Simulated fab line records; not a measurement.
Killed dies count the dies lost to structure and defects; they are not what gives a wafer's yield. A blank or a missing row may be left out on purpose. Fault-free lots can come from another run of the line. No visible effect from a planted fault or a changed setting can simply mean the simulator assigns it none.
Split-lot experiment :: flow n5 finfet :: 7 lots, 21 wafers read, on a route of 1938 steps

== THE SPLIT ==
At N5_BEOL_M1_TRENCH_ETCH_37 (etches SiOC in C4F6/O2, target depth 55.207 nm, time 29 s), the setting time s was moved away from the recipe's 29 s on 6 of the 21 wafers read, by -17.3% to +22.1%. This setting was run at the recipe's value on the other wafers.

== FROM THE SPLIT TO THE READING: what the file shows between them, 2 steps ==
- N5_BEOL_M1_ETCH_41: etches SiCN in CH3F/O2, target depth 31.9 nm, time 57.8 s
- N5_BEOL_M1_STRIP_97: strips in N2/H2, time 10 s

== THE READING ==
trench depth nm, in nm, at N5_BEOL_M1_OCD_MEAS_38. On this fab line, fault-free wafers typically give 55.4 nm with a standard deviation of 1 nm.

wafer: L075.1
tool, chamber at the split: rie diel-01, 2
time s as run, s: 29
against the recipe: recipe
trench depth nm, nm: 55.6
against lot-mates on the recipe: -

wafer: L075.4
tool, chamber at the split: rie diel-01, 1
time s as run, s: 29
against the recipe: recipe
trench depth nm, nm: 56.5
against lot-mates on the recipe: -

wafer: L075.5
tool, chamber at the split: rie diel-01, 3
time s as run, s: 29
against the recipe: recipe
trench depth nm, nm: 57.0
against lot-mates on the recipe: -

wafer: L077.4
tool, chamber at the split: rie diel-03, 0
time s as run, s: 34.62
against the recipe: +19.4%
trench depth nm, nm: 66.3
against lot-mates on the recipe: +11.2

wafer: L077.5
tool, chamber at the split: rie diel-03, 2
time s as run, s: 34.62
against the recipe: +19.4%
trench depth nm, nm: 63.6
against lot-mates on the recipe: +8.5

wafer: L077.6
tool, chamber at the split: rie diel-03, 1
time s as run, s: 29
against the recipe: recipe
trench depth nm, nm: 55.1
against lot-mates on the recipe: -

wafer: L079.1
tool, chamber at the split: rie diel-06, 1
time s as run, s: 23.99
against the recipe: -17.3%
trench depth nm, nm: 45.1
against lot-mates on the recipe: -9.5

wafer: L079.4
tool, chamber at the split: rie diel-06, 3
time s as run, s: 29
against the recipe: recipe
trench depth nm, nm: 55.4
against lot-mates on the recipe: -

wafer: L079.6
tool, chamber at the split: rie diel-06, 1
time s as run, s: 29
against the recipe: recipe
trench depth nm, nm: 53.8
against lot-mates on the recipe: -

wafer: L082.3
tool, chamber at the split: rie diel-06, 0
time s as run, s: 29
against the recipe: recipe
trench depth nm, nm: 54.9
against lot-mates on the recipe: -

wafer: L082.4
tool, chamber at the split: rie diel-06, 1
time s as run, s: 29
against the recipe: recipe
trench depth nm, nm: 54.8
against lot-mates on the recipe: -

wafer: L082.5
tool, chamber at the split: rie diel-06, 3
time s as run, s: 35.4
against the recipe: +22.1%
trench depth nm, nm: 66.9
against lot-mates on the recipe: +12.1

wafer: L085.3
tool, chamber at the split: rie diel-01, 2
time s as run, s: 29
against the recipe: recipe
trench depth nm, nm: 56.1
against lot-mates on the recipe: -

wafer: L085.5
tool, chamber at the split: rie diel-01, 1
time s as run, s: 29
against the recipe: recipe
trench depth nm, nm: 56.6
against lot-mates on the recipe: -

wafer: L085.6
tool, chamber at the split: rie diel-01, 2
time s as run, s: 34.95
against the recipe: +20.5%
trench depth nm, nm: 68.0
against lot-mates on the recipe: +11.6

wafer: L086.2
tool, chamber at the split: rie diel-06, 2
time s as run, s: 29
against the recipe: recipe
trench depth nm, nm: 56.0
against lot-mates on the recipe: -

wafer: L086.4
tool, chamber at the split: rie diel-06, 3
time s as run, s: 29
against the recipe: recipe
trench depth nm, nm: 54.9
against lot-mates on the recipe: -

wafer: L086.6
tool, chamber at the split: rie diel-06, 1
time s as run, s: 29
against the recipe: recipe
trench depth nm, nm: 54.5
against lot-mates on the recipe: -

wafer: L092.3
tool, chamber at the split: rie diel-03, 2
time s as run, s: 33.94
against the recipe: +17.0%
trench depth nm, nm: 63.2
against lot-mates on the recipe: +9.4

wafer: L092.4
tool, chamber at the split: rie diel-03, 1
time s as run, s: 29
against the recipe: recipe
trench depth nm, nm: 53.7
against lot-mates on the recipe: -

wafer: L092.5
tool, chamber at the split: rie diel-03, 3
time s as run, s: 29
against the recipe: recipe
trench depth nm, nm: 53.9
against lot-mates on the recipe: -

FIT RESULTS
A straight line over all 21 wafers: trench depth nm changes by +0.54 nm for each +1% of time s; r = +0.98; the points scatter about the line by 1.1 nm.
The same after taking each lot's own level away (the mean of its wafers on the recipe; 21 wafers): +0.54 nm for each +1%; r = +0.99; scatter 0.67 nm.
The reading moves by 12 nm for the largest change in time s, on that fit.
Across the lots, their own levels run from 53.80 to 56.37 nm, a range of 2.6 times the standard deviation given above.
The two slopes agree, so the slope changes little with the lot-to-lot level.
Check: for one of the wafers moved furthest among these (+22.1%), held out of the fit, the line's prediction against its lot-mates is +11.8 nm. Against them it came out at +12.1 nm.

== FURTHER SPLITS ON THESE WAFERS ==
These wafers also went through other splits before the reading. Each is held against what the fit with the lots' levels taken away leaves over:
other split on the same wafers: N5_HKMG_FIN_ETCH_58 source w
wafers away from the commonest value: 7
r with trench depth nm (lot level and that fit taken away): +0.00

other split on the same wafers: N5_MOL_CONTACT_COAG_ALD_27 ald cycles
wafers away from the commonest value: 6
r with trench depth nm (lot level and that fit taken away): +0.08

other split on the same wafers: N5_MOL_CONTACT_COAG_ALD_133 ald cycles
wafers away from the commonest value: 5
r with trench depth nm (lot level and that fit taken away): +0.02

other split on the same wafers: N5_MOL_CONTACT_COAG_ETCH_67 source w
wafers away from the commonest value: 10
r with trench depth nm (lot level and that fit taken away): +0.01

other split on the same wafers: N5_BEOL_M0_CUTY_COAT_50 spin rpm
wafers away from the commonest value: 9
r with trench depth nm (lot level and that fit taken away): +0.13

other split on the same wafers: N5_BEOL_M0_CUTY_COAT_51 spin rpm
wafers away from the commonest value: 5
r with trench depth nm (lot level and that fit taken away): -0.10

other split on the same wafers: N5_BEOL_M0_CUTY_EXPOSE_54 dose mj
wafers away from the commonest value: 4
r with trench depth nm (lot level and that fit taken away): +0.01

other split on the same wafers: N5_BEOL_M0_CUTY_DESCUM_61 time s
wafers away from the commonest value: 5
r with trench depth nm (lot level and that fit taken away): -0.51

== THE WHOLE CHAIN: every reading that the file lists as answering this split, in the file's order ==
step: N5_BEOL_M1_TRENCH_ETCH_37
what it does: etches SiOC in C4F6/O2, target depth 55.207 nm, time 29 s
reading: BEOL_M1.feature depth nm (the simulator's own value, which no gauge read)
change (the file's fit): +0.561 nm for each +1% of the setting
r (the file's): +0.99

step: N5_BEOL_M1_TRENCH_ETCH_37
what it does: etches SiOC in C4F6/O2, target depth 55.207 nm, time 29 s
reading: etch.depth nm (the simulator's own value, which no gauge read)
change (the file's fit): +0.561 nm for each +1% of the setting
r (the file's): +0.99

step: N5_BEOL_M1_OCD_MEAS_38
what it does: 
reading: trench depth nm
change (the file's fit): +0.546 nm for each +1% of the setting
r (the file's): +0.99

== THE FILE'S OWN FIT ==
trench depth nm changes by +0.546 nm for each +1% of time s, r = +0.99.
